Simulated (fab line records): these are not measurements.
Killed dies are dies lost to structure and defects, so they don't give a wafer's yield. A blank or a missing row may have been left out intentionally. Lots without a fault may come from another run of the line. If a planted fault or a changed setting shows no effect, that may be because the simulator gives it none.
One fault through the eyes of 2 desks / flow n5_finfet / every desk sees just its own numbers, and what lay behind them comes last

== DESK OF THE TOOL OWNER: rie_diel-03 ==
The tool's own readings at N5_MOL_CONTACT_COAG_ETCH_90 (etches SiARC in CF4, target depth 13 nm, time 21.7 s): means of the sampled wafers that have a number, for each lot that ran on this tool. If a lot's mean is further than 4 standard deviations from the usual mean, the lot is out of limits and carries the mark OUT (the distance appears in the brackets).
Columns: A = drypump_motor_current_A at N5_MOL_CONTACT_COAG_ETCH_90, usual 5.8 A; B = etch_rf_on_time_s at N5_MOL_CONTACT_COAG_ETCH_90, usual 21.7 s; C = oes_product_au at N5_MOL_CONTACT_COAG_ETCH_90, usual 0.68 a.u.; D = rf_vpp_V at N5_MOL_CONTACT_COAG_ETCH_90, usual 184.1 V; E = showerhead_plenum_p_Torr at N5_MOL_CONTACT_COAG_ETCH_90, usual 2.14 Torr; F = throttle_valve_pct at N5_MOL_CONTACT_COAG_ETCH_90, usual 15.60 %
lot=L565; first seen here=day 7 23:37; A=5.9; B=21.7; C=0.63; D=183.3; E=2.13; F=15.42
lot=L567; first seen here=day 8 07:54; A=5.4; B=21.6; C=0.67; D=185.0; E=2.18; F=15.48
lot=L575; first seen here=day 10 07:45; A=5.7; B=24.2 (+7.6) OUT; C=0.63; D=185.7; E=2.22; F=15.73
lot=L574; first seen here=day 10 07:52; A=5.5; B=23.9 (+6.8) OUT; C=0.65; D=184.6; E=2.19; F=15.55
lot=L576; first seen here=day 10 15:20; A=5.9; B=23.5 (+5.5) OUT; C=0.62; D=184.0; E=2.19; F=15.65
This desk finds L574, L575, L576 out of limits, L575 being first, at day 10 07:45 (etch_rf_on_time_s at N5_MOL_CONTACT_COAG_ETCH_90). L565, L567: within limits.

== AT THE METROLOGY DESK ==
What the gauges read for every lot (on any tool): the sampled wafers with a number, averaged. If a lot's mean is further than 4 standard deviations from the usual mean, the lot is out of limits and carries the mark OUT (the distance appears in the brackets). It has 12 readings; the 7 that lie furthest out on some lot are the ones shown.
Columns: A = DIBL_N at N5_BEOL_M4_RC_MEAS_101, usual 36.6 mV/V; B = DIBL_P at N5_BEOL_M4_RC_MEAS_101, usual 36.7 mV/V; C = IOFF_P at N5_BEOL_M4_RC_MEAS_101, usual 0.208 nA/um; D = ION_N at N5_BEOL_M4_RC_MEAS_101, usual 673 uA/um; E = ION_P at N5_BEOL_M4_RC_MEAS_101, usual 462 uA/um; F = SS_N at N5_BEOL_M4_RC_MEAS_101, usual 71.6 mV/dec; G = VT_P at N5_BEOL_M4_RC_MEAS_101, usual -251 mV
lot=L556; first seen here=day 5 15:17; A=35.5; B=33.8; C=0.191; D=673; E=462; F=71.0; G=-251
lot=L559; first seen here=day 6 07:14; A=36.1; B=37.1; C=0.221; D=677; E=466; F=71.8; G=-249
lot=L560; first seen here=day 7 10:29; A=36.6; B=39.7; C=0.218; D=686; E=463; F=72.5; G=-252
lot=L563; first seen here=day 7 14:21; A=36.0; B=37.8; C=0.203; D=668; E=455; F=71.9; G=-252
lot=L565; first seen here=day 7 23:26; A=38.6; B=36.3; C=0.216; D=679; E=464; F=71.5; G=-250
lot=L567; first seen here=day 8 07:44; A=35.8; B=36.3; C=0.228; D=676; E=465; F=72.2; G=-248
lot=L575; first seen here=day 10 07:19; A=36.8; B=36.8; C=0.221; D=680; E=468; F=71.9; G=-250
lot=L574; first seen here=day 10 07:29; A=36.5; B=37.5; C=0.227; D=671; E=466; F=71.4; G=-246
lot=L576; first seen here=day 10 15:10; A=36.5; B=36.8; C=0.172; D=669; E=445; F=71.9; G=-256
lot=L577; first seen here=day 10 20:26; A=36.4; B=35.4; C=0.207; D=682; E=464; F=71.9; G=-251
This desk's verdict: no lot among the 10 shows anything out of limits.

== BROUGHT TOGETHER ==
An alarm could have come from the tool owner's desk at day 10 07:45, on L574, L575, L576.
Metrology desk: nothing out of limits seen.
The metrology desk has L574, L575, L576 on record, within its limits.
The lots listed all ran N5_MOL_CONTACT_COAG_ETCH_90 on rie_diel-03.

== WHAT HAD BEEN PUT IN BY THE SIMULATOR ==
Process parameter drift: rie_diel-03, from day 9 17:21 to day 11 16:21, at N5_MOL_CONTACT_COAG_ETCH_90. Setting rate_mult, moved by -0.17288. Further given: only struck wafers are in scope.
Struck lots among those shown: L574, L575, L576.
Delay in hours, fault start to first out-of-limits reading, by desk: the tool owner's desk at 14.
